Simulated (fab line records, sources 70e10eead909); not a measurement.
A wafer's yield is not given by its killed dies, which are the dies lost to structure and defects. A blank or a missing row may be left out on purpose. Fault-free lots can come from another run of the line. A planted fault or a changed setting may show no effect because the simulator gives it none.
Matching of chambers :: flow nandHarc :: NHARC_A_WL_FILL_ALD_02 on aldMetal-03 has 4 sister chambers
The step deposits TiN, target thk 2 nm, pulse time 3 s, ald cycles 100. 8 wafers are shown with their chamber, then 6 later ones without.

== WAFERS PAIRED WITH THEIR CHAMBERS ==
wafer: L404.1
chamber: 1
heaterPowerW (W): 999
heaterPowerOuterW (W): 591

wafer: L404.5
chamber: 0
heaterPowerW (W): 947
heaterPowerOuterW (W): 614

wafer: L405.4
chamber: 0
heaterPowerW (W): 927
heaterPowerOuterW (W): 611

wafer: L407.2
chamber: 2
heaterPowerW (W): 968
heaterPowerOuterW (W): 620

wafer: L407.5
chamber: 3
heaterPowerW (W): 1127
heaterPowerOuterW (W): 756

wafer: L407.6
chamber: 2
heaterPowerW (W): 968
heaterPowerOuterW (W): 645

wafer: L409.2
chamber: 3
heaterPowerW (W): 1135
heaterPowerOuterW (W): 734

wafer: L409.5
chamber: 1
heaterPowerW (W): 1032
heaterPowerOuterW (W): 607

== WAFERS WITH NO CHAMBER GIVEN ==
wafer: L409.6
heaterPowerW (W): 935
heaterPowerOuterW (W): 615

wafer: L411.5
heaterPowerW (W): 951
heaterPowerOuterW (W): 592

wafer: L411.6
heaterPowerW (W): 1043
heaterPowerOuterW (W): 596

wafer: L412.1
heaterPowerW (W): 983
heaterPowerOuterW (W): 622

wafer: L412.3
heaterPowerW (W): 960
heaterPowerOuterW (W): 608

wafer: L412.5
heaterPowerW (W): 925
heaterPowerOuterW (W): 602

== EACH ONE'S CHAMBER ==
wafer: L409.6
from the rows above: 0
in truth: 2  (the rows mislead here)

wafer: L411.5
from the rows above: can't be placed: 0 or 2
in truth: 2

wafer: L411.6
from the rows above: 1
in truth: 1

wafer: L412.1
from the rows above: can't be placed: 2 or 1
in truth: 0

wafer: L412.3
from the rows above: can't be placed: 0 or 2
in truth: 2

wafer: L412.5
from the rows above: 0
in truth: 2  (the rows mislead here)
Correctly placed: 1 of 6. Can't be placed from these rows: 3 (the true chamber is among the candidates in 2). Number placed wrongly: 2.
How it was worked out, from the rows above alone: a wafer's distance from a chamber is the root of the sum, over the readings, of the square of ((its reading less the chamber's mean) divided by the reading's scatter). The wafer belongs to the nearest chamber; if the next one is less than 2 further off, it can't be placed. The mean given for a chamber averages the wafers shown for that chamber. The scatter: take each reading less its chamber's mean, square it, sum over the shown wafers, divide by the number of wafers less the number of chambers, and take the root.
